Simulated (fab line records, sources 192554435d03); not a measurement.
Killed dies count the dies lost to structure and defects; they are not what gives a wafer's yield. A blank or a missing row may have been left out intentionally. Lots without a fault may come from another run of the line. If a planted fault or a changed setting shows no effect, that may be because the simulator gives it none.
Matching of chambers + flow n5_finfet + pecvd-01 running N5_BEOL_M5_DEP_56: 3 sister chambers
The step deposits SiCN from 3MS/NH3, target thk 8 nm, time 14 s. 3 wafers are shown with their chamber, then 11 later ones without.

WAFERS WITH THEIR CHAMBER
| wafer  | chamber | throttle_valve_pct (%) |
|--------|---------|------------------------|
| L091.2 | 2       | 8.9                    |
| L091.3 | 0       | 9.2                    |
| L092.2 | 1       | 10.6                   |

WAFERS WITH NO CHAMBER GIVEN
| wafer  | throttle_valve_pct (%) |
|--------|------------------------|
| L092.4 | 10.7                   |
| L092.5 | 8.9                    |
| L093.1 | 9.0                    |
| L093.5 | 10.3                   |
| L093.6 | 9.0                    |
| L094.2 | 9.1                    |
| L094.4 | 8.9                    |
| L094.6 | 10.7                   |
| L097.2 | 8.9                    |
| L097.3 | 9.2                    |
| L097.4 | 8.7                    |

CHAMBER TAKEN BY EACH
| wafer  | from the rows above     | in truth |
|--------|-------------------------|----------|
| L092.4 | 1                       | 1        |
| L092.5 | 2                       | 2        |
| L093.1 | can't be placed: 2 or 0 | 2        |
| L093.5 | 1                       | 1        |
| L093.6 | can't be placed: 2 or 0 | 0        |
| L094.2 | can't be placed: 0 or 2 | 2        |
| L094.4 | 2                       | 2        |
| L094.6 | 1                       | 1        |
| L097.2 | 2                       | 2        |
| L097.3 | 0                       | 0        |
| L097.4 | 2                       | 2        |
8 of 11 placed correctly. Unplaceable from these rows: 3, with the true chamber sitting among the candidates in 3. Placed wrongly: 0.
How it was worked out, from the rows above alone: a wafer's distance from a chamber is the root of the sum, over the readings, of the square of ((its reading less the chamber's mean) divided by the reading's scatter). The wafer belongs to the nearest chamber; if the next one is less than 2 further off, it can't be placed. Each chamber's mean is taken over the wafers shown for it. The scatter (one wafer shown for each chamber): square how far every hidden wafer sits from the nearest shown wafer, average those squares and take the square root.
